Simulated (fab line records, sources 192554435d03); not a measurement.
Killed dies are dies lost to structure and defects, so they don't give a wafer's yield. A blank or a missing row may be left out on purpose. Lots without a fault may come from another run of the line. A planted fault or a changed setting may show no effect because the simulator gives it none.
Tool commonality check | flow n5_finfet | 10 lots, 30 wafers sampled

WHY IT WAS OPENED
At N5_STI_FIN_REVEAL_INSPECT_13 the reading raw_defect_count is flagged on 2 of 10 lots. Wafers without a fault read 11, standard deviation 4.7.
Rule: a lot is flagged when every wafer of it that has a number lies more than 4 standard deviations from that mean, or none has a number. The other lots count as sound.

lot  | measured    | on                | raw_defect_count, wafer by wafer | flag
L335 | day 2 15:07 | defect_inspect-02 | 17 10 6                          |
L338 | day 3 06:57 | defect_inspect-02 | 19 12 16                         |
L339 | day 3 13:13 | defect_inspect-02 | 10 6 6                           |
L340 | day 3 21:23 | defect_inspect-02 | 9 9 13                           |
L341 | day 4 01:40 | defect_inspect-02 | 8 7 11                           |
L344 | day 4 20:02 | defect_inspect-02 | 302 288 275                      | FLAGGED
L345 | day 5 03:32 | defect_inspect-02 | 10 15 15                         |
L346 | day 5 09:58 | defect_inspect-02 | 248 292 290                      | FLAGGED
L350 | day 6 05:58 | defect_inspect-02 | 7 12 17                          |
L355 | day 7 13:42 | defect_inspect-01 | 12 19 15                         |
The numbers of the flagged lots are 282 on average: +272 against the usual, or +58 standard deviations.

WHICH TOOL RAN EACH LOT
The record holds 3 process steps before the reading, out of a route of 1938 steps. In each cell: the tool, then ch and the chambers that the sampled wafers went through, then the start.
lot  | flag    | N5_FIN_CUT_CUT_ETCH_28          | N5_FIN_CUT_STRIP_22               | N5_STI_FIN_REVEAL_PRECLEAN_25
L335 |         | rie_si-06 ch 1,2,3, day 2 06:09 | rie_diel-04 ch 0,1,3, day 2 06:13 | wet_bench-03 ch 1,6,7, day 2 12:11
L338 |         | rie_si-01 ch 1,2,3, day 2 21:51 | rie_diel-04 ch 1,3, day 2 21:57   | wet_bench-06 ch 1,2,4, day 3 04:04
L339 |         | rie_si-06 ch 1,2,3, day 3 04:09 | rie_diel-04 ch 0,1,2, day 3 04:13 | wet_bench-03 ch 1,2,6, day 3 10:16
L340 |         | rie_si-06 ch 0,1,2, day 3 12:08 | rie_diel-03 ch 1,2, day 3 12:24   | wet_bench-04 ch 2,4,7, day 3 18:25
L341 |         | rie_si-02 ch 0,2, day 3 16:35   | rie_diel-01 ch 0,2,3, day 3 16:39 | wet_bench-04 ch 1,3,6, day 3 22:46
L344 | FLAGGED | rie_si-02 ch 1,2,3, day 4 10:32 | rie_diel-03 ch 2,3, day 4 10:37   | wet_bench-03 ch 1,2,7, day 4 17:08
L345 |         | rie_si-01 ch 0,1, day 4 18:05   | rie_diel-04 ch 0,1,3, day 4 18:08 | wet_bench-06 ch 1,3,5, day 5 00:31
L346 | FLAGGED | rie_si-02 ch 0,1,3, day 5 00:51 | rie_diel-01 ch 2,3, day 5 01:01   | wet_bench-03 ch 5,6,7, day 5 07:02
L350 |         | rie_si-06 ch 0,1, day 5 20:57   | rie_diel-01 ch 1,2,3, day 5 21:01 | wet_bench-04 ch 0,2,3, day 6 03:04
L355 |         | rie_si-06 ch 0,1,3, day 7 03:20 | rie_diel-01 ch 1,2,3, day 7 03:26 | wet_bench-04 ch 1,5,6, day 7 10:49
What these steps do:
- N5_FIN_CUT_CUT_ETCH_28: etches Si in HBr/Cl2/O2, target depth 6 nm, time 2.4 s.
- N5_FIN_CUT_STRIP_22: strips in N2/H2.
- N5_STI_FIN_REVEAL_PRECLEAN_25: cleans in SPM, time 90 s.
- N5_STI_FIN_REVEAL_INSPECT_13: inspects for defects (darkfield).

FLAGGED OVER TOTAL, TOOL BY TOOL (the gauges that took the reading come last)
step                          | tool              | lots run | flagged | share of the flagged lots | sound lots run after its first flagged lot
N5_FIN_CUT_CUT_ETCH_28        | rie_si-01         | 2        | 0       | none                      | -
N5_FIN_CUT_CUT_ETCH_28        | rie_si-02         | 3        | 2       | all                       | 0
N5_FIN_CUT_CUT_ETCH_28        | rie_si-06         | 5        | 0       | none                      | -
N5_FIN_CUT_STRIP_22           | rie_diel-01       | 4        | 1       | some                      | 2 (L350,L355)
N5_FIN_CUT_STRIP_22           | rie_diel-03       | 2        | 1       | some                      | 0
N5_FIN_CUT_STRIP_22           | rie_diel-04       | 4        | 0       | none                      | -
N5_STI_FIN_REVEAL_PRECLEAN_25 | wet_bench-03      | 4        | 2       | all                       | 0
N5_STI_FIN_REVEAL_PRECLEAN_25 | wet_bench-04      | 4        | 0       | none                      | -
N5_STI_FIN_REVEAL_PRECLEAN_25 | wet_bench-06      | 2        | 0       | none                      | -
N5_STI_FIN_REVEAL_INSPECT_13  | defect_inspect-01 | 1        | 0       | none                      | -
N5_STI_FIN_REVEAL_INSPECT_13  | defect_inspect-02 | 9        | 2       | all                       | 2 (L345,L350)

WHAT THE TABLE ALLOWS
3 rows of the table ran every flagged lot: rie_si-02 at N5_FIN_CUT_CUT_ETCH_28, wet_bench-03 at N5_STI_FIN_REVEAL_PRECLEAN_25, defect_inspect-02 at N5_STI_FIN_REVEAL_INSPECT_13.
- rie_si-02 at N5_FIN_CUT_CUT_ETCH_28: 2 of its 3 lots flagged. Its last sound lot is L341 (day 3 16:35), its first flagged lot L344 (day 4 10:32): a fault that began between those two fits.
- wet_bench-03 at N5_STI_FIN_REVEAL_PRECLEAN_25: 2 of its 4 lots flagged. Its last sound lot is L339 (day 3 10:16), its first flagged lot L344 (day 4 17:08): a fault that began between those two fits.
- defect_inspect-02 at N5_STI_FIN_REVEAL_INSPECT_13: 2 of its 9 lots flagged. Sound lots ran on it after the first flagged one (L345, L350), which a lasting fault on the whole tool wouldn't allow.
Counting lots can't tell these 2 tools apart, because each fits a fault that began at some hour. More lots, or a look at what each step does to the wafer, might.

WHAT THE SIMULATOR HAD PUT IN
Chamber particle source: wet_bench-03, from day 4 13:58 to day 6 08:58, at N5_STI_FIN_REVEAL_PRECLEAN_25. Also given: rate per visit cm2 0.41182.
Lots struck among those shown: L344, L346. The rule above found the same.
